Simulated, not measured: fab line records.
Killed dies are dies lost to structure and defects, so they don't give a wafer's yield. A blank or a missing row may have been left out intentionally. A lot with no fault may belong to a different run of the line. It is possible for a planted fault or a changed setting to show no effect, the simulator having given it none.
fab line records    flow nandHarc
record lots=6  wafers=18  lastDay=24
route steps=1159 shown A_CONTACT@957 A_BLC@964 END@1159
lots untouched by any fault: they come from a run of this same line in which no faults occurred
startH: hours from the record's first day to the start of the lot's first wafer shown    waitH: time in hours since the lot's previous step    " same as the row above    L1.1+2: a row that stands for several wafers    - no value, or no start was given    * or withheld: withheld    < > ~ a bound
route shown NAME@n: a module of which the file shows steps, and the number in the route of the first    usual: mean and standard deviation over wafers with no fault    same: alike in all rows    chamber/n: place in a boat    sites: readings site by site    _std_site: standard deviation across them    _edge_site: mean of outer sites minus mean of inner sites    radiusMm: how far each site lies from the wafer's centre    mask NAME#n: copy n    behind: the most recent tool/chamber to have shaped the wafer    hold: reason for holding the lot/hours on hold/outcome of the hold    device: the transistor (n, p or np) that didn't switch    end of line: tests run on the same wafers once the route is complete    step lacking rows: just its recipe    killed: not the wafer's yield, but the dies lost to structure and defects at the first sort    map: dies across one wafer; x = killed, . = not, _ = none there
set.NAME: setting as actually run; set.NAME@STEP: the setting as run at that earlier step    model.NAME: the simulator's own value behind a step, which no gauge read
lots at some steps of the route; a table a step, a row a wafer
services: when a tool's chamber went out of use (startH, in hours from the record's first day, below 0 if earlier), for how many hours, and the reason
## steps
# step NHARC_A_CONTACT_STRIP_27
# recipe timeS=600  tempC=30  chemistry=postEtchResidueRemover
# step NHARC_A_CONTACT_ALD_18
# recipe targetThkA=30  pulseTimeS=1  aldCycles=150  tempC=450  material=TiN
# usual heaterPowerW=1086/110  precursorPulseHeightRel=1.000/0.021
lot.wafer  tool         chamber  startH  waitH  heaterPowerW  precursorPulseHeightRel
L168.3     aldMetal-04  2        393.91  -      1027          1.004
L168.1     "            3        "       "      1010          1.008
L168.4     "            1        "       "      1054          0.973
L171.2     aldMetal-02  1        409.25  -      982           0.995
L171.1     "            2        "       "      1173          0.984
L171.6     "            2        "       "      1183          0.990
L176.4     aldMetal-03  3        463.69  -      1077          0.962
L176.5     "            3        "       "      1070          1.016
L176.6     "            0        "       "      1065          0.982
L178.2     aldMetal-04  2        477.02  -      985           0.986
L178.6     "            3        "       "      978           0.964
L178.5     "            0        "       "      1192          0.972
L188.3     aldMetal-02  0        517.82  -      1041          0.985
L188.5     "            2        "       "      1171          0.961
L188.4     "            0        "       "      1070          0.986
L189.1     aldMetal-04  2        518.82  -      1015          0.963
L189.4     "            3        "       "      979           0.986
L189.5     "            2        "       "      1029          0.979
# step NHARC_A_CONTACT_CVD_19
# recipe targetThkA=3000  tempC=300  pressureTorr=40  wf6FlowSccm=40  h2FlowSccm=1600  arFlowSccm=1560  timeS=802  material=W
# usual heaterPowerW=473/40  throttleValvePct=7.9/0.32
lot.wafer  tool     chamber  startH  waitH  heaterPowerW  throttleValvePct
L168.1     cvdW-02  1        -       -      483           8.0
L168.3     "        0        "       "      508           7.7
L168.4     "        1        "       "      486           7.9
L171.2     cvdW-01  0        -       -      487           7.7
L171.1     "        1        "       "      401           8.3
L171.6     "        0        "       "      494           7.8
L176.4     cvdW-01  1        -       -      402           8.2
L176.6     "        1        "       "      393           8.3
L176.5     "        0        "       "      492           7.3
L178.2     cvdW-02  0        -       -      519           7.9
L178.6     "        1        "       "      478           8.0
L178.5     "        0        "       "      506           7.7
L188.3     cvdW-02  0        -       -      503           7.9
L188.4     "        1        "       "      480           8.1
L188.5     "        1        "       "      470           8.0
L189.1     cvdW-02  0        -       -      508           7.8
L189.4     "        0        "       "      505           7.8
L189.5     "        0        "       "      503           8.0
# step NHARC_A_CONTACT_CMP_20
# recipe tOverpolishS=30  targetThkNm=300
# usual edgeZonePressureFrac=1.000/0.005  motorCurrentA=12.1/0.82  overpolishRunS=30.002/0.0085  timeToEndpointS=60/3.4
lot.wafer  tool    chamber  startH  waitH  edgeZonePressureFrac  motorCurrentA  overpolishRunS  timeToEndpointS
L168.3     cmp-03  1        397.14  0.5    1.000                 12.1           30.005          62
L168.4     "       2        "       "      1.001                 11.9           30.014          60
L168.1     "       3        "       "      0.993                 12.8           30.002          63
L171.2     cmp-03  3        410.40  0.8    0.997                 13.5           29.999          59
L171.1     "       0        "       "      1.000                 11.2           30.004          57
L171.6     "       1        "       "      0.997                 13.1           29.999          57
L176.4     cmp-01  1        467.66  0.6    1.008                 11.1           30.014          64
L176.5     "       2        "       "      0.995                 12.9           30.001          58
L176.6     "       3        "       "      0.997                 13.0           29.993          59
L178.2     cmp-03  2        480.43  0.7    0.995                 12.0           30.007          56
L178.6     "       1        "       "      1.003                 12.5           29.991          55
L178.5     "       2        "       "      0.996                 12.6           29.996          59
L188.3     cmp-03  3        522.53  0.6    1.006                 13.5           30.015          61
L188.4     "       0        "       "      0.999                 11.2           30.012          57
L188.5     "       1        "       "      1.005                 13.0           29.999          58
L189.1     cmp-03  3        523.33  0.9    1.009                 13.4           30.008          62
L189.4     "       2        "       "      0.991                 13.4           30.003          63
L189.5     "       3        "       "      0.999                 12.9           29.997          63
# step NHARC_A_CONTACT_SRD_22
# step NHARC_A_CONTACT_INSPECT_23
# usual rawDefectCount=440/130
lot.wafer  tool              chamber  startH  waitH  rawDefectCount
L168.1     defectInspect-01  -        397.52  0.1    304
L168.3     "                 -        "       "      534
L168.4     "                 -        "       "      451
L171.1     defectInspect-01  -        410.76  0.1    302
L171.2     "                 -        "       "      439
L171.6     "                 -        "       "      450
L176.4     defectInspect-01  -        467.99  0.1    441
L176.5     "                 -        "       "      311
L176.6     "                 -        "       "      440
L178.2     defectInspect-01  -        480.82  0.1    681
L178.5     "                 -        "       "      435
L178.6     "                 -        "       "      911
L188.3     defectInspect-02  -        522.88  0.1    329
L188.4     "                 -        "       "      345
L188.5     "                 -        "       "      246
L189.1     defectInspect-02  -        523.73  0.1    454
L189.4     "                 -        "       "      498
L189.5     "                 -        "       "      388
# step NHARC_A_BLC_DEHYDRATE_00
# recipe tempC=150  timeS=120
# step NHARC_A_BLC_HMDS_01
# recipe timeS=30
# step NHARC_A_BLC_COAT_02
# recipe tempC=260  timeS=75
# step NHARC_A_BLC_COAT_03
# recipe tempC=225  timeS=65
# step NHARC_A_BLC_COAT_04
# recipe spinRpm=1500  resistThkNm=90
# step NHARC_A_BLC_SOFTBAKE_05
# recipe tempC=105  timeS=55
# usual heaterPowerTotalW=188.46/0.14  resistLineTempC=22.98/0.099
lot.wafer  tool           chamber  startH  waitH  heaterPowerTotalW  resistLineTempC
L168.1     lithoTrack-04  0        397     -      188.52             23.05
L168.3     "              0        "       "      188.64             23.00
L168.4     "              0        "       "      188.41             22.91
L171.1     lithoTrack-04  0        410     -      188.43             22.87
L171.2     "              0        "       "      188.35             22.98
L171.6     "              0        "       "      188.31             22.99
L176.4     lithoTrack-01  0        468     -      188.73             23.10
L176.5     "              0        "       "      188.68             22.98
L176.6     "              0        "       "      188.41             23.07
L178.2     lithoTrack-06  0        480     -      188.45             22.80
L178.5     "              0        "       "      188.61             22.91
L178.6     "              0        "       "      188.61             22.91
L188.3     lithoTrack-01  0        522     -      178.79             23.08
L188.4     "              0        "       "      178.84             22.90
L188.5     "              0        "       "      178.89             23.03
L189.1     lithoTrack-01  0        523     -      178.85             22.99
L189.4     "              0        "       "      178.95             22.87
L189.5     "              0        "       "      178.99             22.89
# step NHARC_A_BLC_EBR_06
# step NHARC_END_SORT_01
# recipe tempC=25
# usual killedAtArray=29/11  killedAtOther=0.6/1  killedAtPeriphery=3.1/2.1  killedDies=33/11  killedOpen=3.1/1.9  killedShort=1.9/1.5
# same grossDies=677
lot.wafer  tool       chamber  startH  waitH  killedAtArray  killedAtOther  killedAtPeriphery  killedDies  killedOpen  killedShort
L168.1     prober-01  0        447.13  2.5    43             3              2                  48          4           4
L168.3     prober-01  0        448.72  3.1    33             6              1                  40          5           3
L168.4     prober-01  0        449.51  3.4    37             3              3                  43          4           0
L176.4     prober-01  0        517.96  3.4    8              0              2                  10          1           0
L176.5     prober-01  0        518.77  3.7    16             0              3                  19          2           3
L176.6     prober-01  0        519.58  4.1    23             2              1                  26          4           2
L178.2     prober-01  0        531.48  2.8    30             0              0                  30          3           2
L178.5     prober-01  0        533.85  3.7    34             1              3                  38          3           2
L178.6     prober-01  0        534.64  4.0    31             1              2                  34          2           4
# killed by level:class
L168.1 A_CHANNEL_HOLE_D1:chamberFilmFlake=15 A_SLIT:chamberFilmFlake=9 A_CONTACT:chamberFilmFlake=8 A_M0:geometricParticle:open=3 A_CHANNEL_FILL_D1:chamberFilmFlake=3 THIN_TSV:chamberFilmFlake=3 A_CHANNEL_FILL_D1:geometricParticle:short=2 A_WL_FILL:geometricParticle:short=2
L168.3 A_CHANNEL_HOLE_D1:chamberFilmFlake=9 A_SLIT:chamberFilmFlake=8 THIN_TSV:chamberFilmFlake=4 A_CONTACT:chamberFilmFlake=3 A_CHANNEL_FILL_D1:chamberFilmFlake=3 A_ZERO_WELL:chamberFilmFlake=2 A_ONON_D1:geometricParticle:short=1 A_CONTACT:geometricParticle:open=1
L168.4 A_SLIT:chamberFilmFlake=11 A_CHANNEL_HOLE_D1:chamberFilmFlake=10 A_CONTACT:chamberFilmFlake=7 A_CHANNEL_FILL_D1:chamberFilmFlake=3 A_STAIRCASE:chamberFilmFlake=3 THIN_TSV:chamberFilmFlake=3 P_M0:geometricParticle:open=1 P_BONDPAD:geometricParticle:open=1
L176.4 A_CONTACT:chamberFilmFlake=3 A_CHANNEL_HOLE_D1:chamberFilmFlake=3 A_BLC:geometricParticle:open=1 P_ZERO_WELL:chamberFilmFlake=1 P_M2:chamberFilmFlake=1 A_SLIT:chamberFilmFlake=1
L176.5 A_STAIRCASE:chamberFilmFlake=5 A_CHANNEL_HOLE_D1:chamberFilmFlake=3 P_ZERO_WELL:chamberFilmFlake=2 A_ZERO_WELL:chamberFilmFlake=2 P_CONTACT:geometricParticle:short=1 A_ONON_D1:geometricParticle:open=1 A_CHANNEL_FILL_D1:geometricParticle:short=1 A_CONTACT:geometricParticle:short=1
L176.6 A_STAIRCASE:chamberFilmFlake=6 A_CHANNEL_HOLE_D1:chamberFilmFlake=4 A_WL_FILL:chamberFilmFlake=3 A_CONTACT:chamberFilmFlake=3 A_ONON_D1:geometricParticle:open=1 A_CHANNEL_FILL_D1:geometricParticle:open=1 A_CHANNEL_FILL_D1:geometricParticle:short=1 A_WL_FILL:geometricParticle:open=1
L178.2 A_CHANNEL_HOLE_D1:chamberFilmFlake=18 A_STAIRCASE:chamberFilmFlake=7 A_CHANNEL_HOLE_D1:geometricParticle:open=1 A_CHANNEL_FILL_D1:geometricParticle:open=1 A_WL_FILL:geometricParticle:short=1 A_CONTACT:geometricParticle:open=1 A_CONTACT:geometricParticle:short=1
L178.5 A_CHANNEL_HOLE_D1:chamberFilmFlake=18 A_STAIRCASE:chamberFilmFlake=6 A_CONTACT:chamberFilmFlake=5 P_ZERO_WELL:chamberFilmFlake=2 P_BONDPAD:geometricParticle:open=1 A_CHANNEL_FILL_D1:geometricParticle:open=1 A_CHANNEL_FILL_D1:geometricParticle:short=1 A_CONTACT:geometricParticle:open=1
L178.6 A_CHANNEL_HOLE_D1:chamberFilmFlake=22 A_CONTACT:chamberFilmFlake=3 A_CONTACT:geometricParticle:open=2 A_STAIRCASE:chamberFilmFlake=2 P_GATE:geometricParticle:short=1 A_SOURCE_PLATE:geometricParticle:short=1 A_CHANNEL_FILL_D1:geometricParticle:short=1 STARTING-WAFER:geometricParticle:short=1
## services
tool           chamber  startH  hours  kind
aldMetal-04    0        371.73  3.6    repair
cvdW-02        -        376.28  13.0   pm
cmp-01         -        376.33  4.0    pm
aldMetal-02    1        381.32  2.8    repair
aldMetal-02    3        385.12  1.7    repair
aldMetal-04    2        397.40  18.7   repair
aldMetal-04    -        406.08  10.0   pm
cvdW-01        -        406.10  2.1    repair
aldMetal-03    1        432.36  26.2   repair
lithoTrack-01  -        443.00  7.0    pm
cmp-03         -        450.22  4.0    pm
aldMetal-03    2        452.12  3.8    repair
aldMetal-04    -        460.57  1.0    repair
cmp-03         -        466.76  5.8    repair
lithoTrack-06  -        467.00  7.0    pm
cmp-01         -        474.33  4.0    pm
cvdW-01        -        474.81  13.0   pm
cmp-03         -        481.23  18.0   repair
lithoTrack-04  -        491.00  7.0    pm
aldMetal-03    -        500.07  10.0   pm
aldMetal-04    1        500.11  4.0    repair
cvdW-02        1        500.82  1.8    repair
aldMetal-02    -        504.38  0.7    repair
aldMetal-02    3        507.90  31.4   repair
## key
firstSign step=NHARC_A_BLC_SOFTBAKE_05  reading=heaterPowerTotalW  direction=down  sigmas=68  usual=*  struck=*
effect none on later readings
metAt NHARC_A_BLC_SOFTBAKE_05
struckWafers L188.3,L188.4,L188.5,L189.1,L189.4,L189.5
testerLeftOut L188,L189
fault kind=processParameterDrift  tool=lithoTrack-01  chamber=-  onsetH=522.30  steps=NHARC_A_BLC_SOFTBAKE_05  channel=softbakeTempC  offset=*  shape=step  endH=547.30  actsIn=*  stated=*
# testerLeftOut: of these lots the tester's yield and bins aren't shown, on N5 and GAA mostly nor the transistor test; their killed dies are dies lost to structure and defects alone, not to doping, threshold or leakage, so they don't give the yield
